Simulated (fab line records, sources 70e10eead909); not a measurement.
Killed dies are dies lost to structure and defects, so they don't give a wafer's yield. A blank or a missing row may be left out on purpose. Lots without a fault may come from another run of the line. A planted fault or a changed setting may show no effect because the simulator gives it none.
Which tool did it? | flow nand_harc | 14 lots, 42 wafers sampled, at 5 steps of a route of 1159

WHAT THE GAUGES READ, wafer by wafer
NHARC_P_CONTACT_INSPECT_14. Usual: raw_defect_count 4.0, standard deviation 2.4.
lot  | measured     | on                | raw_defect_count | flag
L740 | day 5 17:41  | defect_inspect-01 | 6 4 4            |
L741 | day 6 01:45  | defect_inspect-02 | 3 3 2            |
L742 | day 6 02:39  | defect_inspect-01 | 3 2 6            |
L744 | day 6 15:04  | defect_inspect-01 | 7 9 5            |
L743 | day 6 16:22  | defect_inspect-01 | 6 5 2            |
L745 | day 7 01:50  | defect_inspect-01 | 10 8 3           |
L746 | day 7 02:29  | defect_inspect-01 | 7 6 7            |
L749 | day 8 03:00  | defect_inspect-01 | 1 2 5            |
L753 | day 9 01:51  | defect_inspect-02 | 5 3 2            |
L754 | day 9 06:30  | defect_inspect-02 | 4 7 5            |
L755 | day 9 06:52  | defect_inspect-02 | 5 7 8            |
L757 | day 9 19:36  | defect_inspect-02 | 2 1 3            |
L758 | day 10 06:14 | defect_inspect-01 | 8 4 4            |
L762 | day 11 03:58 | defect_inspect-02 | 2 1 3            |

NHARC_END_SORT_01. Usual: killed_at_array 27, standard deviation 11; killed_at_other 0.7, standard deviation 1.1; killed_at_periphery 3.4, standard deviation 2.1; killed_dies 31, standard deviation 12; killed_open 3.6, standard deviation 2; killed_short 2.0, standard deviation 1.3.
lot  | measured     | on        | killed_at_array | killed_at_other | killed_at_periphery | killed_dies | killed_open | killed_short | flag
L745 | day 20 15:57 | prober-01 | 34 35 34        | 1 2 1           | 6 4 2               | 41 41 37    | 4 3 2       | 1 1 2        |
L754 | day 23 04:37 | prober-01 | 22 23 23        | 0 1 2           | 5 4 5               | 27 28 30    | 3 5 0       | 2 1 3        |
L755 | day 23 12:23 | prober-02 | 37 45 31        | 1 0 0           | 7 6 2               | 45 51 33    | 7 2 3       | 4 2 2        |
L757 | day 23 06:13 | prober-02 | 17 29 24        | 0 0 0           | 3 1 0               | 20 30 24    | 1 4 1       | 4 3 2        |
L758 | day 23 20:10 | prober-02 | 24 37 22        | 0 0 1           | 9 6 8               | 33 43 31    | 3 2 5       | 1 6 2        |

WHICH TOOL RAN EACH LOT (tool, then ch and the chambers of the sampled wafers, then the start)
lot  | NHARC_P_GATE_STRIP_113               | NHARC_P_CONTACT_DEP_30          | NHARC_P_CONTACT_EXPOSE_09
L740 | plasma_asher-01 ch 1, day 5 13:32    | pecvd-02 ch 0,1,2, day 5 16:03  | arfi_scanner-01 ch 0, day 5 17:25
L741 | plasma_asher-01 ch 0, day 5 21:28    | pecvd-02 ch 1,2, day 6 00:07    | arfi_scanner-03 ch 0, day 6 01:29
L742 | plasma_asher-02 ch 0,1, day 5 22:20  | pecvd-02 ch 0,1, day 6 00:57    | arfi_scanner-02 ch 0, day 6 02:23
L744 | plasma_asher-02 ch 0,1, day 6 10:29  | pecvd-01 ch 1,2, day 6 13:23    | arfi_scanner-03 ch 0, day 6 14:47
L743 | plasma_asher-01 ch 0,1, day 6 11:37  | pecvd-02 ch 0,1,2, day 6 14:46  | arfi_scanner-01 ch 0, day 6 16:07
L745 | plasma_asher-01 ch 0,1, day 6 21:48  | pecvd-02 ch 0,2, day 7 00:15    | arfi_scanner-03 ch 0, day 7 01:35
L746 | plasma_asher-02 ch 0,1, day 6 22:22  | pecvd-01 ch 0,1,2, day 7 00:56  | arfi_scanner-01 ch 0, day 7 02:14
L749 | plasma_asher-02 ch 0,1, day 7 22:43  | pecvd-02 ch 0,1, day 8 01:20    | arfi_scanner-03 ch 0, day 8 02:44
L753 | plasma_asher-01 ch 0,1, day 8 21:26  | pecvd-03 ch 1,2, day 9 00:13    | arfi_scanner-02 ch 0, day 9 01:34
L754 | plasma_asher-01 ch 0,1, day 9 01:57  | pecvd-01 ch 0,1,2, day 9 04:52  | arfi_scanner-02 ch 0, day 9 06:14
L755 | plasma_asher-02 ch 0, day 9 02:21    | pecvd-02 ch 1,2, day 9 05:19    | arfi_scanner-02 ch 0, day 9 06:35
L757 | plasma_asher-01 ch 0,1, day 9 15:33  | pecvd-01 ch 0,1,2, day 9 18:00  | arfi_scanner-02 ch 0, day 9 19:20
L758 | plasma_asher-01 ch 1, day 10 02:04   | pecvd-02 ch 0,1,2, day 10 04:41 | arfi_scanner-02 ch 0, day 10 05:58
L762 | plasma_asher-01 ch 0,1, day 10 23:26 | pecvd-03 ch 1,2, day 11 02:26   | arfi_scanner-01 ch 0, day 11 03:42
- NHARC_P_GATE_STRIP_113: strips in N2/H2, time 740 s.
- NHARC_P_CONTACT_DEP_30: deposits SiNx, target thk 30 nm.
- NHARC_P_CONTACT_EXPOSE_09: exposes mask P CA, target cd 90 nm.

WHAT THE TOOLS THEMSELVES READ (means of the sampled wafers that have a number; where no wafer has one, the mark that the record gives instead)
NHARC_P_GATE_STRIP_113. Usual: drypump_motor_current_A 5.8 A, standard deviation 0.44; heater_power_w 81 W, standard deviation 7.1.
lot  | tool            | drypump_motor_current_A (A) | heater_power_w (W) | flag
L740 | plasma_asher-01 | 5.2                         | 77                 |
L741 | plasma_asher-01 | 6.0                         | 73                 |
L742 | plasma_asher-02 | 6.1                         | 89                 |
L744 | plasma_asher-02 | 6.1                         | 90                 |
L743 | plasma_asher-01 | 5.7                         | 75                 |
L745 | plasma_asher-01 | 5.4                         | 77                 |
L746 | plasma_asher-02 | 6.1                         | 89                 |
L749 | plasma_asher-02 | 6.2                         | 90                 |
L753 | plasma_asher-01 | 5.5                         | 77                 |
L754 | plasma_asher-01 | 5.4                         | 76                 |
L755 | plasma_asher-02 | 6.4                         | 91                 |
L757 | plasma_asher-01 | 5.4                         | 77                 |
L758 | plasma_asher-01 | 5.2                         | 77                 |
L762 | plasma_asher-01 | 5.5                         | 75                 |

NHARC_P_CONTACT_DEP_30. Usual: heater_power_outer_w 384 W, standard deviation 51; heater_power_w 637 W, standard deviation 65.
lot  | tool     | heater_power_outer_w (W) | heater_power_w (W) | flag
L740 | pecvd-02 | 360                      | 597                |
L741 | pecvd-02 | 353                      | 602                |
L742 | pecvd-02 | 459                      | 707                |
L744 | pecvd-01 | 354                      | 620                |
L743 | pecvd-02 | 409                      | 660                |
L745 | pecvd-02 | 388                      | 630                |
L746 | pecvd-01 | 393                      | 662                |
L749 | pecvd-02 | 408                      | 636                |
L753 | pecvd-03 | 404                      | 681                |
L754 | pecvd-01 | 425                      | 697                |
L755 | pecvd-02 | 384                      | 634                |
L757 | pecvd-01 | 420                      | 694                |
L758 | pecvd-02 | 371                      | 605                |
L762 | pecvd-03 | 382                      | 659                |

NHARC_P_CONTACT_EXPOSE_09. Usual: exposure_dose_mJ_cm2 81.21, standard deviation 0.081; reticle_temp_C 23.00 C, standard deviation 0.1.
lot  | tool            | exposure_dose_mJ_cm2 | reticle_temp_C (C) | flag
L740 | arfi_scanner-01 | 81.31                | 22.91              |
L741 | arfi_scanner-03 | 81.20                | 22.98              |
L742 | arfi_scanner-02 | 81.23                | 22.98              |
L744 | arfi_scanner-03 | 81.21                | 22.97              |
L743 | arfi_scanner-01 | 81.29                | 23.11              |
L745 | arfi_scanner-03 | 81.32                | 22.96              |
L746 | arfi_scanner-01 | 81.27                | 22.92              |
L749 | arfi_scanner-03 | 81.25                | 23.09              |
L753 | arfi_scanner-02 | 81.14                | 23.00              |
L754 | arfi_scanner-02 | 82.83                | 23.02              | OFF
L755 | arfi_scanner-02 | 82.57                | 23.04              | OFF
L757 | arfi_scanner-02 | 82.21                | 23.07              | OFF
L758 | arfi_scanner-02 | 82.06                | 23.03              | OFF
L762 | arfi_scanner-01 | 81.24                | 22.84              |

THE ANSWER, worked out from the rows above alone
Rule: a lot is off if the mean of its wafers that have a number lies more than 3 standard deviations from the usual mean. A lot without any number at a reading at which 4 lots or more have one is off too. The other lots that the step has rows for count as sound. The gauges are gone through in route order, then the tools' own readings, and for those a lot's mean is taken as printed above. The first step at which some lot is off is used, and at that step the reading that is off furthest; a lot without a number counts as furthest.
Off: L754, L755, L757, L758, at NHARC_P_CONTACT_EXPOSE_09 (exposure_dose_mJ_cm2).
A tool fits if, at that step or a process step before it, it ran every lot that is off, and no sound lot after the first of them. One fits: arfi_scanner-02 at NHARC_P_CONTACT_EXPOSE_09. Its last sound lot is L753 (day 9 01:34), its first lot that is off L754 (day 9 06:14): a fault that began between those two fits.
The tool's own readings at NHARC_P_CONTACT_EXPOSE_09 bear it out: on the lots that are off they differ by more than 5 times the standard deviation of the sound lots' means. exposure_dose_mJ_cm2 reads 82.42 there against 81.25 on the sound lots.

WHAT THE SIMULATOR HAD PUT IN
Process parameter drift: arfi_scanner-02, from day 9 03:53 on, at NHARC_P_CONTACT_EXPOSE_09. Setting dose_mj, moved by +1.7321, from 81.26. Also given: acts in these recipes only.
Lots struck among those shown: L754, L755, L757, L758. The rule above found the same.
